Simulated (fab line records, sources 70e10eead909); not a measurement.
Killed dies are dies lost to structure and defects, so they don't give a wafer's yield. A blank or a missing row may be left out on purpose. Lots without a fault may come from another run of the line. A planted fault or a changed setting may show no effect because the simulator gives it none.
fab line records | flow nand_harc
record lots=14 wafers=42 last_day=33
route steps=1302 shown A_STAIRCASE@886 A_SGD_CUT@898
lots that met no fault: from a run of the same line without faults
start_h: hours from the record's first day to the start of the lot's first wafer shown | wait_h: hours since the lot's step before | " the same as in the row above | L1.1+2: a row that stands for several wafers | - no value, or no start given | * or withheld: withheld | < > ~ a bound
route shown NAME@n: a module of which the file shows steps, and the number in the route of the first | usual: mean/standard deviation of fault-free wafers | same: alike in all rows | chamber/n: place in a boat | sites: the reading at each site | _std_site: their standard deviation | _edge_site: outer sites' mean less inner sites' | radius_mm: how far each site lies from the wafer's centre | mask NAME#n: copy n | behind: the tool/chamber that last shaped the wafer | hold: why the lot was held/for how many hours/how that ended | device: the transistor (n, p or np) that didn't switch | end of line: the same wafers' tests at the end of the route | a step without rows: its recipe alone | killed: dies lost to structure and defects at the first sort, not the wafer's yield | map: a wafer's dies, x killed, . not, _ none there
set.NAME: the setting as run; set.NAME@STEP: as run at that earlier step | model.NAME: the simulator's own value behind a step, which no gauge read
steps of the route over a sample of lots; a table a step, a row a wafer
services: from which hour (start_h, from the record's first day; less than 0 if before it) a tool's chamber was out of use, for how many hours, and why
## steps
# step NHARC_A_STAIRCASE_CMP_472
# recipe material=SiO2
# usual motor_current_A=12.3/1.3 slurry_filter_dp_kPa=13.52/0.14 slurry_flow_ml_min=149.9/0.46
# columns lot.wafer tool chamber start_h wait_h motor_current_A slurry_filter_dp_kPa slurry_flow_ml_min
L540.2 cmp-04 3 453.93 0.3 13.3 13.39 150.0
L540.6 " 1 " " 12.6 13.35 149.8
L540.5 " 2 " " 12.8 13.53 149.9
L541.2 cmp-02 2 454.31 0.2 10.8 13.47 150.2
L541.6 " 2 " " 11.0 13.48 149.2
L541.5 " 3 " " 12.5 13.29 149.6
L543.3 cmp-02 1 476.00 0.2 12.8 13.41 149.6
L543.4 " 0 " " 11.1 13.57 150.4
L543.6 " 2 " " 10.9 13.38 149.2
L542.2 cmp-01 2 476.20 0.3 12.1 13.56 150.2
L542.4 " 3 " " 15.0 13.94 149.4
L542.6 " 2 " " 11.3 13.45 149.9
L546.2 cmp-04 0 491.66 0.3 10.4 13.52 149.7
L546.3 " 2 " " 12.7 13.46 151.0
L546.5 " 3 " " 14.3 13.72 150.1
L545.1 cmp-02 1 492.59 0.3 13.5 13.66 148.9
L545.3 " 3 " " 12.0 13.65 149.4
L545.5 " 0 " " 10.6 13.54 149.8
L548.4 cmp-04 2 534.15 0.2 13.6 13.52 149.1
L548.2 " 0 " " 10.7 13.59 149.2
L548.5 " 1 " " 12.9 13.68 149.6
L549.3 cmp-04 0 546.67 0.2 10.4 13.55 149.5
L549.1 " 2 " " 12.9 13.17 149.9
L549.6 " 0 " " 10.4 13.83 149.6
L551.1 cmp-01 2 553.78 0.2 11.8 13.62 149.5
L551.4 " 3 " " 13.9 13.58 150.2
L551.3 " 1 " " 11.1 13.15 149.4
L557.4 cmp-04 1 630.02 0.2 12.7 13.78 150.3
L557.6 " 3 " " 14.1 13.63 150.2
L557.5 " 0 " " 10.1 13.64 150.1
L558.3 cmp-01 1 636.44 0.3 11.2 13.50 150.4
L558.2 " 2 " " 12.0 13.52 149.7
L558.6 " 3 " " 14.6 13.28 150.4
L559.4 cmp-04 2 636.57 0.2 12.9 13.66 150.1
L559.3 " 3 " " 13.6 13.71 150.1
L559.1 " 0 " " 10.0 13.67 150.1
L561.3 cmp-02 3 650.93 0.2 12.0 13.35 150.7
L561.4 " 0 " " 10.5 13.61 150.3
L561.2 " 1 " " 13.5 13.41 150.6
L560.3 cmp-02 2 653.87 0.2 10.9 13.46 149.8
L560.5 " 2 " " 11.1 13.49 150.4
L560.6 " 3 " " 12.5 13.60 150.2
# step NHARC_A_SGD_CUT_EXPOSE_06
# recipe na=1.35 dose_mj=85.59 mask_id=SGD
# usual exposure_dose_mJ_cm2=85.46/0.14 focus_offset_nm=0.0/0.5 reticle_temp_C=23.02/0.12
# columns lot.wafer tool chamber start_h wait_h mask exposure_dose_mJ_cm2 focus_offset_nm reticle_temp_C
L540.2 arfi_scanner-03 0 454.88 - SGD#0 85.48 -0.6 23.04
L540.5 " 0 " " SGD#0 85.49 -0.6 23.11
L540.6 " 0 " " SGD#0 85.43 -0.4 23.03
L541.2 arfi_scanner-02 0 455.31 - SGD#0 85.58 0.3 23.19
L541.5 " 0 " " SGD#0 85.53 0.0 23.06
L541.6 " 0 " " SGD#0 85.52 0.9 23.02
L543.3 arfi_scanner-01 0 476.99 - SGD#0 85.55 -0.1 22.79
L543.4 " 0 " " SGD#0 85.56 0.1 22.97
L543.6 " 0 " " SGD#0 85.59 0.7 22.80
L542.2 arfi_scanner-02 0 477.17 - SGD#0 85.45 -0.8 22.99
L542.4 " 0 " " SGD#0 85.50 -0.1 22.90
L542.6 " 0 " " SGD#0 85.37 -0.9 22.89
L546.2 arfi_scanner-02 0 492.63 - SGD#0 85.61 0.0 22.94
L546.3 " 0 " " SGD#0 85.52 -0.4 23.08
L546.5 " 0 " " SGD#0 85.56 -0.1 23.18
L545.1 arfi_scanner-03 0 493.55 - SGD#0 85.48 -0.7 23.12
L545.3 " 0 " " SGD#0 85.56 0.8 23.20
L545.5 " 0 " " SGD#0 85.56 0.1 23.06
L548.2 arfi_scanner-03 - 535.14 - SGD#0 - - -
L548.4 " - " " SGD#0 - - -
L548.5 " - " " SGD#0 - - -
L549.1 arfi_scanner-02 - 547.66 - SGD#0 - - -
L549.3 " - " " SGD#0 - - -
L549.6 " - " " SGD#0 - - -
L551.1 arfi_scanner-03 0 554.77 - SGD#0 85.59 0.2 23.04
L551.3 " 0 " " SGD#0 85.41 -0.1 23.06
L551.4 " 0 " " SGD#0 85.54 -0.9 23.00
L557.4 arfi_scanner-03 0 630.98 - SGD#0 85.39 -0.6 22.97
L557.5 " 0 " " SGD#0 85.40 0.1 22.99
L557.6 " 0 " " SGD#0 85.43 0.5 23.07
L558.2 arfi_scanner-01 0 637.39 - SGD#0 85.46 -0.1 23.24
L558.3 " 0 " " SGD#0 85.47 -0.8 23.20
L558.6 " 0 " " SGD#0 85.38 -0.6 22.93
L559.1 arfi_scanner-02 0 637.56 - SGD#0 85.17 0.5 23.12
L559.3 " 0 " " SGD#0 85.23 0.2 23.07
L559.4 " 0 " " SGD#0 85.28 1.2 22.94
L561.2 arfi_scanner-02 0 651.80 - SGD#0 85.08 -0.1 23.13
L561.3 " 0 " " SGD#0 85.09 -0.2 23.00
L561.4 " 0 " " SGD#0 85.02 -0.4 23.10
L560.3 arfi_scanner-03 0 654.87 - SGD#0 85.52 0.8 23.16
L560.5 " 0 " " SGD#0 85.46 0.3 23.14
L560.6 " 0 " " SGD#0 85.37 -0.4 23.14
# step NHARC_A_SGD_CUT_ETCH_15
# recipe target_depth_a=750 time_s=64.3 ch3f_flow_sccm=50 o2_flow_sccm=30 ar_flow_sccm=200 rf_w=500 bias_w=100 chemistry=CH3F/O2
# usual drypump_motor_current_A=5.7/0.44 oes_product_au=0.954/0.02 rf_vpp_V=263.6/1.7 showerhead_plenum_p_Torr=2.44/0.093 throttle_valve_pct=20.664/0.0092
# columns lot.wafer tool chamber start_h wait_h drypump_motor_current_A oes_product_au rf_hours_counter_h rf_vpp_V showerhead_plenum_p_Torr throttle_valve_pct
L540.2 rie_diel-09 1 - - 5.2 0.929 9 262.8 2.29 20.664
L540.6 " 1 " " 5.2 0.932 - 260.2 2.29 20.667
L540.5 " 2 " " 5.7 0.926 - 263.2 2.40 20.651
L541.2 rie_diel-05 0 - - 5.4 0.938 3 264.8 2.51 20.678
L541.6 " 0 " " 5.4 0.930 - 263.8 2.51 20.662
L541.5 " 3 " " 6.0 0.952 - 263.2 2.51 20.658
L543.3 rie_diel-05 1 - - 6.1 0.960 4 266.8 2.52 20.672
L543.6 " 1 " " 6.2 0.961 - 265.7 2.52 20.675
L543.4 " 0 " " 5.4 0.943 - 264.5 2.51 20.673
L542.2 rie_diel-09 3 - - 6.0 0.951 12 266.1 2.59 20.671
L542.4 " 0 " " 6.4 0.964 10 262.3 2.39 20.661
L542.6 " 2 " " 5.7 0.925 - 262.7 2.39 20.668
L546.2 rie_diel-08 1 - - 5.3 0.954 10 262.4 2.36 20.658
L546.3 " 2 " " 6.2 0.961 10 267.1 2.61 20.644
L546.5 " 0 " " 5.0 0.942 - 264.6 2.44 20.665
L545.3 rie_diel-08 0 - - 5.0 0.951 10 263.2 2.44 20.667
L545.1 " 2 " " 6.2 0.967 11 265.8 2.61 20.673
L545.5 " 0 " " 5.0 0.950 - 263.9 2.44 20.675
L548.4 rie_diel-09 2 - - 5.7 0.948 1 262.6 2.39 20.668
L548.2 " 0 " " 6.4 0.983 2 262.0 2.39 20.665
L548.5 " 1 " " 5.2 0.959 - 262.4 2.29 20.668
L549.1 rie_diel-05 1 - - 6.2 0.992 8 265.2 2.52 20.665
L549.3 " 3 " " 6.0 0.954 8 264.1 2.51 20.649
L549.6 " 1 " " 6.2 0.983 - 265.8 2.52 20.678
L551.3 rie_diel-05 1 - - 6.1 0.988 9 264.8 2.52 20.651
L551.4 " 2 " " 6.2 0.949 1 260.5 2.30 20.651
L551.1 " 3 " " 6.0 0.961 9 264.9 2.51 20.665
L557.4 rie_diel-08 1 - - 5.3 0.932 6 260.8 2.35 20.671
L557.6 " 3 " " 5.6 0.919 - 264.8 2.42 20.656
L557.5 " 0 " " 5.0 0.925 - 262.5 2.43 20.664
L558.3 rie_diel-05 3 - - 6.0 0.980 1 264.1 2.51 20.660
L558.2 " 2 " " 6.2 0.955 2 261.1 2.30 20.668
L558.6 " 3 " " 6.0 0.986 - 263.8 2.51 20.658
L559.3 rie_diel-09 2 - - 5.7 0.945 7 264.5 2.39 20.664
L559.4 " 3 " " 6.0 0.970 7 265.8 2.58 20.659
L559.1 " 0 " " 6.4 1.004 7 262.3 2.39 20.656
L561.2 rie_diel-08 3 - - 5.6 0.906 9 263.0 2.42 20.653
L561.3 " 1 " " 5.3 0.923 8 260.6 2.35 20.666
L561.4 " 2 " " 6.2 0.930 9 265.3 2.60 20.662
L560.3 rie_diel-08 3 - - 5.6 0.961 10 262.7 2.42 20.659
L560.6 " 0 " " 5.0 0.965 - 263.1 2.43 20.657
L560.5 " 1 " " 5.3 0.959 - 262.5 2.35 20.656
# step NHARC_A_SGD_CUT_STRIP_17
# recipe o2_flow_sccm=500 ar_flow_sccm=0 bias_w=0 chemistry=O2
# usual drypump_motor_current_A=5.8/0.45 oes_product_au=0.997/0.016 rf_vpp_V=57.7/0.93 showerhead_plenum_p_Torr=3.52/0.13 throttle_valve_pct=17.038/0.0093
# columns lot.wafer tool chamber start_h wait_h drypump_motor_current_A oes_product_au rf_hours_counter_h rf_vpp_V showerhead_plenum_p_Torr throttle_valve_pct
L540.2 rie_diel-09 0 - - 6.4 1.024 9 58.5 3.43 17.043
L540.5 " 3 " " 6.0 1.015 - 56.7 3.71 17.046
L540.6 " 0 " " 6.4 1.024 - 57.5 3.43 17.028
L541.2 rie_diel-05 0 - - 5.4 0.978 3 57.7 3.60 17.036
L541.5 " 0 " " 5.4 0.969 - 58.5 3.60 17.052
L541.6 " 1 " " 6.2 0.992 - 58.0 3.61 17.022
L543.3 rie_diel-05 0 - - 5.4 0.970 4 57.7 3.60 17.039
L543.6 " 0 " " 5.4 0.964 - 59.2 3.60 17.031
L543.4 " 3 " " 6.0 1.001 - 57.5 3.60 17.042
L542.4 rie_diel-09 3 - - 6.0 1.008 12 58.9 3.71 17.026
L542.2 " 0 " " 6.4 1.040 10 57.5 3.43 17.041
L542.6 " 1 " " 5.2 1.012 - 56.5 3.29 17.030
L546.3 rie_diel-08 1 - - 5.3 0.994 10 55.9 3.39 17.028
L546.2 " 3 " " 5.6 1.001 10 59.6 3.49 17.032
L546.5 " 0 " " 5.0 0.981 - 58.2 3.50 17.039
L545.3 rie_diel-08 3 - - 5.6 1.017 10 58.2 3.49 17.036
L545.1 " 0 " " 5.0 1.004 10 57.2 3.50 17.028
L545.5 " 2 " " 6.3 1.004 - 59.5 3.74 17.042
L548.2 rie_diel-09 1 - - 5.2 0.999 1 58.4 3.29 17.046
L548.4 " 2 " " 5.7 0.984 1 58.9 3.44 17.043
L548.5 " 0 " " 6.4 1.026 - 57.6 3.43 17.059
L549.1 rie_diel-05 0 - - 5.4 0.985 8 56.7 3.59 17.027
L549.3 " 1 " " 6.1 1.001 8 56.9 3.61 17.049
L549.6 " 3 " " 6.0 1.000 - 58.6 3.60 17.037
L551.3 rie_diel-05 1 - - 6.2 1.017 9 57.6 3.61 17.034
L551.4 " 2 " " 6.2 0.978 1 57.1 3.31 17.051
L551.1 " 3 " " 6.0 1.002 9 58.2 3.60 17.026
L557.4 rie_diel-08 2 - - 6.3 1.008 7 56.7 3.73 17.032
L557.6 " 0 " " 5.0 0.996 - 59.5 3.49 17.045
L557.5 " 1 " " 5.3 0.994 - 56.7 3.38 17.037
L558.3 rie_diel-05 0 - - 5.4 0.989 2 57.7 3.59 17.041
L558.2 " 1 " " 6.2 0.986 2 57.4 3.61 17.054
L558.6 " 1 " " 6.2 0.996 - 56.8 3.61 17.040
L559.3 rie_diel-09 3 - - 6.0 0.992 7 57.0 3.70 17.041
L559.1 " 1 " " 5.2 1.002 8 57.1 3.29 17.029
L559.4 " 2 " " 5.7 0.973 7 59.0 3.43 17.049
L561.4 rie_diel-08 3 - - 5.6 0.980 10 58.0 3.48 17.038
L561.3 " 0 " " 5.0 1.003 8 57.2 3.49 17.042
L561.2 " 1 " " 5.3 0.992 8 55.4 3.38 17.028
L560.3 rie_diel-08 0 - - 5.0 0.982 9 58.0 3.49 17.045
L560.5 " 1 " " 5.3 0.991 - 57.8 3.38 17.048
L560.6 " 2 " " 6.3 1.002 - 57.7 3.73 17.048
## services
# columns tool chamber start_h hours kind
cmp-04 - 436.22 2.1 repair
arfi_scanner-02 - 437.62 1.3 repair
rie_diel-09 1 443.07 11.5 repair
cmp-04 - 447.82 0.7 repair
rie_diel-05 - 451.09 2.2 repair
arfi_scanner-03 - 462.14 0.9 repair
rie_diel-05 3 478.71 5.3 repair
rie_diel-09 - 497.10 9.0 pm
cmp-04 - 505.45 4.0 pm
arfi_scanner-02 - 508.45 4.0 pm
cmp-04 - 515.74 2.9 repair
rie_diel-09 1 536.99 6.1 repair
cmp-04 - 539.49 1.9 repair
arfi_scanner-03 - 540.00 4.0 pm
rie_diel-08 - 544.80 9.0 pm
rie_diel-09 2 559.82 6.6 repair
rie_diel-08 0 572.78 3.6 repair
rie_diel-05 - 583.92 9.0 pm
arfi_scanner-02 - 588.95 4.4 repair
arfi_scanner-03 - 589.72 0.4 repair
cmp-04 - 603.45 4.0 pm
arfi_scanner-02 - 625.76 2.3 repair
rie_diel-09 0 649.35 6.8 repair
rie_diel-09 3 655.93 14.8 repair
## key
first_sign step=NHARC_A_SGD_CUT_EXPOSE_06 reading=tool_record direction=missing
effect none on later readings
met_at NHARC_A_SGD_CUT_EXPOSE_06
struck_lots L548,L549
later_rows_left_out L548.2,L548.4,L548.5,L549.1,L549.3,L549.6
sort_left_out L548.2,L548.4,L548.5,L549.1,L549.3,L549.6
tester_left_out L548,L549
not_acting_at NHARC_A_STAIRCASE_CMP_472,NHARC_A_SGD_CUT_ETCH_15,NHARC_A_SGD_CUT_STRIP_17
onset_between 493.55 535.14
fault kind=skipped_step_whole tool=arfi_scanner-02,arfi_scanner-03 chamber=- onset_h=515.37 steps=NHARC_A_SGD_CUT_EXPOSE_06 scope=struck_lots_only
# tester_left_out: of these lots the tester's yield and bins aren't shown, on N5 and GAA mostly nor the transistor test; their killed dies are dies lost to structure and defects alone, not to doping, threshold or leakage, so they don't give the yield
# sort_left_out: the simulated sort isn't trusted on such a fault, so these wafers' sort isn't shown, and their yield isn't known
# later_rows_left_out: the simulator's readings of these wafers behind a module that went badly wrong aren't trusted and aren't shown, but for the sort
